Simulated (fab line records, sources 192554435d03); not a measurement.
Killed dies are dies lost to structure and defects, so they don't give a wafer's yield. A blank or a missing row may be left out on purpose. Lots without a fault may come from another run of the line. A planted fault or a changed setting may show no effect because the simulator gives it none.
A struck lot beside a sound one | flow n5_finfet | 40 steps out of a route of 1938
Sound: wafers L327.2, L327.3, L327.5. Struck: wafers L336.2, L336.3, L336.6. The cause comes at the end.
At each step with rows: each side's tool, then ch and its chambers, then its first start. Under that, the readings that differ: sound wafers | struck wafers | difference of the means | sigmas: that difference in standard deviations of wafers without a fault.
alike: readings whose means differ by less than 2 such deviations, and words and numbers that are the same on both sides. not compared: withheld readings, readings that some wafer has no value for, bounds like >300 that may hide the same value, and numbers for which the record gives no deviation and whose values overlap.
The two part at a step that has a row with sigmas, a row that says differs or no value, or rows on one side only. Numbers that don't overlap but have no deviation are shown without sigmas and don't part them. A reading that every wafer of one side lacks parts them only if that side has two wafers or more.

first, 12 steps without rows for these wafers: N5_SD_EPI_N_STRIP_36 (strips in N2/H2); N5_SD_EPI_N_ETCHBACK_44 (etches SiNx in CH3F/O2, stops on SiO2, target depth 14.5 nm); N5_SD_EPI_N_ETCH_45 (etches SiOCN in CH3F/O2, target depth 6 nm); N5_SD_EPI_N_ETCH_16 (etches SiO2 in CHF3/O2, target depth 5 nm); N5_SD_EPI_N_STRIP_47 (strips in CHF3/O2); N5_SD_EPI_N_SD_RECESS_17 (chemistry HBr/Cl2/O2, target depth 41 nm, time 23.7 s, bt time 3 s); N5_SD_EPI_N_STRIP_38 (strips in N2/H2); N5_SD_EPI_N_WET_ETCH_43 (etches SiO2 in dHF, time 14 s, target depth 1.5 nm); N5_SD_EPI_N_STRIP_18 (strips in SPM, time 750 s); N5_SD_EPI_N_SRD_20 (time 30 s); N5_SD_EPI_N_PRECLEAN_48 (cleans in NF3:NH3, afs cycles 2, time 20 s, sublimation time 60 s); N5_SD_EPI_N_VAPOR_ETCH_50 (etches Si in HCl, time 54 s).
N5_SD_EPI_N_EPI_21: deposits Si:P, time 690 s.
  sound on epi_rpcvd-03 ch 0, day 3 15:43; struck on epi_rpcvd-03 ch 0, day 5 20:20
  alike: susceptor_temp_C_max
then, 24 steps without rows for these wafers: N5_SD_EPI_N_PRECLEAN_24 (cleans in O3/DIW, time 60 s); N5_SD_EPI_N_SRD_25 (time 30 s); N5_SD_EPI_N_PRECLEAN_49 (cleans in NF3:NH3, afs cycles 1, time 20 s, sublimation time 60 s); N5_SD_EPI_N_LINER_46 (material SiNx, target thk 3 nm); N5_SD_EPI_P_COAT_34 (time 60 s, resist thk 350 nm); N5_SD_EPI_P_COAT_35 (time 60 s, resist thk 35 nm); N5_SD_EPI_P_COAT_03 (resist thk 150 nm); N5_SD_EPI_P_EBR_05; N5_SD_EPI_P_SOFTBAKE_04 (time 60 s); N5_SD_EPI_P_EXPOSE_06 (exposes mask SD P BLK, target cd 240 nm); N5_SD_EPI_P_PEB_07 (peb time 60 s); N5_SD_EPI_P_DEVELOP_08 (develop time 30 s); N5_SD_EPI_P_DESCUM_14 (chemistry O2, time 7.9 s); N5_SD_EPI_P_ETCH_36 (etches SiARC in CF4, target depth 45.5 nm, time 75.8 s); N5_SD_EPI_P_ETCH_37 (etches SOC in N2/H2, overetch 108 nm, time 486 s); N5_SD_EPI_P_STRIP_38 (strips in N2/H2); N5_SD_EPI_P_ETCHBACK_46 (etches SiNx in CH3F/O2, stops on SiO2, target depth 17.5 nm); N5_SD_EPI_P_ETCH_47 (etches SiOCN in CH3F/O2, target depth 25 nm); N5_SD_EPI_P_ETCH_16 (etches SiO2 in CHF3/O2, target depth 5 nm); N5_SD_EPI_P_STRIP_50 (strips in CHF3/O2); N5_SD_EPI_P_SD_RECESS_17 (chemistry HBr/Cl2/O2, target depth 39.1 nm, bt time 3 s); N5_SD_EPI_P_WET_ETCH_45 (etches SiO2 in dHF, time 10.7 s, target depth 2 nm, rinse time 30 s); N5_SD_EPI_P_STRIP_40 (strips in N2/H2); N5_SD_EPI_P_PRECLEAN_52 (cleans in O3/DIW, time 60 s).
N5_SD_ACTIVATION_RS_MEAS_03: measures by four-point-probe.
  sound on film_metro-01, day 4 00:41; struck on film_metro-01, day 6 03:10
  reading          | sound             | struck            | difference | sigmas
  RS_SD_N (ohm/sq) | 22.12 21.91 21.79 | 41.47 41.40 41.50 | +19.52     | +75
  RS_SD_P (ohm/sq) | 56.4 56.7 57.1    | 54.9 54.6 54.5    | -2.1       | -2
-- the record jumps here: 5 days lie between the struck wafers' starts before and after (it left off in module SD_ACTIVATION and takes up again in module BEOL_M4, whose first step shown is number 1111 of the route) --
N5_BEOL_M4_RC_MEAS_101:
  sound on prober-02 ch 0, day 8 01:28; struck on prober-01 ch 0, day 10 20:17
  reading             | sound             | struck            | difference | sigmas
  DIBL_N (mV/V)       | 32.8 34.9 33.6    | 27.5 30.6 29.8    | -4.5       | -3
  IOFF_N (nA/um)      | 0.114 0.151 0.134 | 0.059 0.082 0.079 | -0.060     | -2
  IOFF_N_85C (nA/um)  | 2.4 3.0 2.7       | 1.3 1.7 1.7       | -1.1       | -3
  IOFF_N_LIN (nA/um)  | 0.056 0.071 0.065 | 0.034 0.044 0.044 | -0.023     | -2
  ION_N (uA/um)       | 664 692 675       | 569 583 589       | -97        | -8
  RC_DENSE_N (ohm.um) | 19.2 19.1 18.3    | 38.3 37.2 37.0    | +18.6      | +41
  RC_N (ohm.um)       | 15.6 15.7 14.8    | 31.4 30.5 30.3    | +15.4      | +42
  REXT_N (ohm.um)     | 79.5 79.3 79.1    | 135.8 135.5 135.0 | +56.1      | +33
  RS_SD_N (ohm/sq)    | 28.9 28.4 28.4    | 52.1 52.5 51.9    | +23.6      | +67
  VT_N (mV)           | 255 250 252       | 268 263 260       | +11        | +4
  VT_N_LVT (mV)       | 102.0 97.6 98.5   | 113.2 108.6 108.0 | +10.6      | +4
  VT_P (mV)           | -259 -253 -254    | -250 -246 -246    | +8         | +2
  alike: DIBL_P, IOFF_P, ION_P, SS_N, SS_P
-- the record jumps here: 4 days lie between the struck wafers' starts before and after (it left off in module BEOL_M4 and takes up again in module PASSIVATION, whose first step shown is number 1936 of the route) --
N5_PASSIVATION_PROBE_49:
  the record has rows for the struck wafers here (prober-01, day 15 03:17) and none for the sound ones

WHERE THEY PART
First at N5_SD_ACTIVATION_RS_MEAS_03; last, within this record, at N5_PASSIVATION_PROBE_49.

WHY: what the simulator had put in
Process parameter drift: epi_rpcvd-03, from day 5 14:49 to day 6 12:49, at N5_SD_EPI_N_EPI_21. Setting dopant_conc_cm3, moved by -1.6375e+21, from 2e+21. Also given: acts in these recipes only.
